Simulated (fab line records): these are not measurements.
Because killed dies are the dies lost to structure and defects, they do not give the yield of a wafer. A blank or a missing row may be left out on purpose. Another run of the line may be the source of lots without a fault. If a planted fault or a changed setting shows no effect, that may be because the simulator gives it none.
Which tool did it?	flow nand_harc	12 lots, 36 wafers sampled, at 6 steps of a route of 1302

WHAT THE GAUGES READ, wafer by wafer
NHARC_P_ZERO_WELL_CD_MEAS_37: the cd target is 720 nm. Usual: cd_nm reads 719.8 nm (standard deviation 1.9).
lot	measured	on	cd_nm (nm)	flag
L950	day 2 03:52	cd_sem-02	720.5 719.9 717.0	
L954	day 3 16:08	cd_sem-01	751.5 750.1 754.6 752.3 750.2 754.4	OFF
L956	day 4 12:01	cd_sem-03	720.9 720.0 718.7	
L963	day 7 10:09	cd_sem-03	719.1 717.6 721.3	
L966	day 8 16:40	cd_sem-02	718.9 723.2 720.6	
L967	day 9 02:01	cd_sem-01	721.5 719.2 720.9	
L968	day 9 12:06	cd_sem-02	721.8 723.5 717.0	
L969	day 9 22:06	cd_sem-01	717.1 719.0 720.6	
L970	day 10 08:07	cd_sem-01	720.3 719.0 721.5	
L971	day 10 18:07	cd_sem-01	717.0 718.4 716.7	
L972	day 11 04:15	cd_sem-03	720.5 721.4 719.5	
L973	day 11 14:14	cd_sem-02	718.6 721.6 720.7	

NHARC_P_STI_OVL_MEAS_10. Usual: overlay_x_nm -1 nm, standard deviation 6.7; overlay_y_nm -1 nm, standard deviation 5.3.
lot	measured	on	overlay_x_nm (nm)	overlay_y_nm (nm)	flag
L950	day 3 01:40	overlay-01	7 6 7	8 7 8	
L954	day 4 11:29	overlay-01	-3 -3 -3	0 0 1	
L956	day 5 09:32	overlay-01	3 2 3	-4 -4 -4	
L963	day 8 03:04	overlay-01	10 10 10	8 8 8	
L966	day 9 11:08	overlay-02	1 1 0	10 9 10	
L967	day 9 19:50	overlay-01	5 5 5	5 4 4	
L968	day 10 06:22	overlay-01	3 3 2	2 1 2	
L969	day 10 17:56	overlay-01	-3 -3 -4	-7 -7 -7	
L970	day 11 03:27	overlay-01	-1 -1 -2	3 3 3	
L971	day 11 14:32	overlay-01	-1 -1 -1	-7 -7 -7	
L972	day 12 02:53	overlay-01	3 4 3	2 2 2	
L973	day 12 09:38	overlay-01	1 1 2	0 -1 -1	

NHARC_END_SORT_01. Usual: killed_at_array 59, standard deviation 20; killed_at_other 0.8, standard deviation 1.1; killed_at_periphery 5, standard deviation 3.1; killed_dies 64, standard deviation 21; killed_open 3.4, standard deviation 1.9; killed_short 2.3, standard deviation 1.7.
lot	measured	on	killed_at_array	killed_at_other	killed_at_periphery	killed_dies	killed_open	killed_short	flag
L966	day 31 18:52	prober-02	40 53	0 0	9 12	49 65	4 4	1 1	

WHICH TOOL RAN EACH LOT (tool, then ch and the chambers of the sampled wafers, then the start)
lot	NHARC_P_ZERO_WELL_ETCH_62	NHARC_P_ZERO_WELL_EXPOSE_34	NHARC_P_ZERO_WELL_RTA_42
L950	rie_diel-02 ch 0,1, day 2 03:43 or earlier	krf_scanner-02 ch 0, day 2 03:43	rtp_anneal-01 ch 0, day 2 06:34
L954	rie_diel-02 ch 0,1, day 3 15:59 or earlier	krf_scanner-02 ch 0, day 3 15:59	rtp_anneal-02 ch 0, day 3 22:54
L956	rie_diel-02 ch 0,1,3, day 4 11:52 or earlier	krf_scanner-02 ch 0, day 4 11:52	rtp_anneal-01 ch 0, day 4 15:10
L963	rie_diel-04 ch 0,1,3, day 7 10:00 or earlier	krf_scanner-04 ch 0, day 7 10:00	rtp_anneal-02 ch 0, day 7 13:05
L966	rie_diel-13 ch 0,3, day 8 16:31 or earlier	krf_scanner-02 ch 0, day 8 16:31	rtp_anneal-02 ch 0, day 8 19:35
L967	rie_diel-02 ch 1,2, day 9 01:51 or earlier	krf_scanner-02 ch 0, day 9 01:51	rtp_anneal-02 ch 0, day 9 04:40
L968	rie_diel-02 ch 0,1,3, day 9 11:56 or earlier	krf_scanner-02 ch 0, day 9 11:56	rtp_anneal-02 ch 0, day 9 14:53
L969	rie_diel-13 ch 0,1, day 9 21:56 or earlier	krf_scanner-01 ch 0, day 9 21:56	rtp_anneal-02 ch 0, day 10 01:00
L970	rie_diel-13 ch 0,1, day 10 07:58 or earlier	krf_scanner-02 ch 0, day 10 07:58	rtp_anneal-02 ch 0, day 10 11:43
L971	rie_diel-02 ch 0,2,3, day 10 17:58 or earlier	krf_scanner-01 ch 0, day 10 17:58	rtp_anneal-01 ch 0, day 10 23:28
L972	rie_diel-04 ch 0,2,3, day 11 04:06 or earlier	krf_scanner-04 ch 0, day 11 04:06	rtp_anneal-02 ch 0, day 11 07:13
L973	rie_diel-13 ch 2,3, day 11 14:05 or earlier	krf_scanner-02 ch 0, day 11 14:05	rtp_anneal-01 ch 0, day 11 17:09
- NHARC_P_ZERO_WELL_ETCH_62: etches the open film in CHF3/Ar, target depth 13 nm, time 6.5 s.
- NHARC_P_ZERO_WELL_EXPOSE_34: exposes mask P PWELL, target cd 720 nm.
- NHARC_P_ZERO_WELL_RTA_42: time 300 s.

AS READ BY THE TOOLS THEMSELVES (means over the sampled wafers that have a number; for cases with no such wafer, the mark the record gives instead)
NHARC_P_ZERO_WELL_ETCH_62. Usual: drypump_motor_current_A 6.0 A, standard deviation 0.6; oes_product_au 0.964 a.u., standard deviation 0.019; rf_vpp_V 370.9 V, standard deviation 2.5; showerhead_plenum_p_Torr 2.36 Torr, standard deviation 0.11; throttle_valve_pct 20.218 %, standard deviation 0.011.
lot	tool	drypump_motor_current_A (A)	oes_product_au (a.u.)	rf_vpp_V (V)	showerhead_plenum_p_Torr (Torr)	throttle_valve_pct (%)	flag
L950	rie_diel-02	6.6	0.938	367.8	2.21	20.218	
L954	rie_diel-02	6.6	0.973	367.9	2.20	20.221	
L956	rie_diel-02	6.7	0.967	368.7	2.27	20.214	
L963	rie_diel-04	5.8	0.968	373.1	2.45	20.211	
L966	rie_diel-13	5.5	0.941	370.7	2.36	20.222	
L967	rie_diel-02	6.4	0.977	370.8	2.33	20.226	
L968	rie_diel-02	6.7	0.965	369.2	2.25	20.222	
L969	rie_diel-13	6.1	0.983	373.2	2.47	20.217	
L970	rie_diel-13	6.1	0.984	373.7	2.47	20.212	
L971	rie_diel-02	6.4	0.978	372.8	2.46	20.217	
L972	rie_diel-04	5.5	0.960	372.2	2.42	20.226	
L973	rie_diel-13	5.3	0.987	369.6	2.28	20.203	

NHARC_P_ZERO_WELL_RTA_42. Usual: lamp_power_pct 37.8 %, standard deviation 0.76; wafer_temp_C_max 1106.3, standard deviation 1.4.
lot	tool	lamp_power_pct (%)	wafer_temp_C_max	flag
L950	rtp_anneal-01	37.0	1104.6	
L954	rtp_anneal-02	38.4	1106.6	
L956	rtp_anneal-01	37.1	1104.8	
L963	rtp_anneal-02	38.6	1107.8	
L966	rtp_anneal-02	38.6	1106.9	
L967	rtp_anneal-02	38.6	1106.3	
L968	rtp_anneal-02	38.6	1107.4	
L969	rtp_anneal-02	38.6	1107.3	
L970	rtp_anneal-02	38.4	1108.1	
L971	rtp_anneal-01	37.0	1104.8	
L972	rtp_anneal-02	38.6	1106.4	
L973	rtp_anneal-01	37.0	1105.6	

THE ANSWER, worked out from the rows above alone
Rule: a lot counts as off when the mean over its wafers that have a number is more than 3 standard deviations away from the usual mean. Also off: a lot with no number at a reading for which 4 or more lots have one. The other lots that the step has rows for count as sound. After the gauges, taken in route order, come the tools' own readings; for these a lot's mean is taken, as printed above. At the first step where some lot is off, the reading lying furthest off is the one used; lots without a number count as furthest.
Off, at NHARC_P_ZERO_WELL_CD_MEAS_37 on cd_nm: L954.
If a tool, at a process step before that reading, ran all the lots that are off and no sound lot after the first of them, it fits. Those tools and the gauges at NHARC_P_ZERO_WELL_CD_MEAS_37 are tried in the same way. NHARC_P_ZERO_WELL_ETCH_62 gives no start for some lots, so the hours and the order of its lots are those of NHARC_P_ZERO_WELL_EXPOSE_34. No candidate that was tried fits.

WHAT THE SIMULATOR HAD INSERTED
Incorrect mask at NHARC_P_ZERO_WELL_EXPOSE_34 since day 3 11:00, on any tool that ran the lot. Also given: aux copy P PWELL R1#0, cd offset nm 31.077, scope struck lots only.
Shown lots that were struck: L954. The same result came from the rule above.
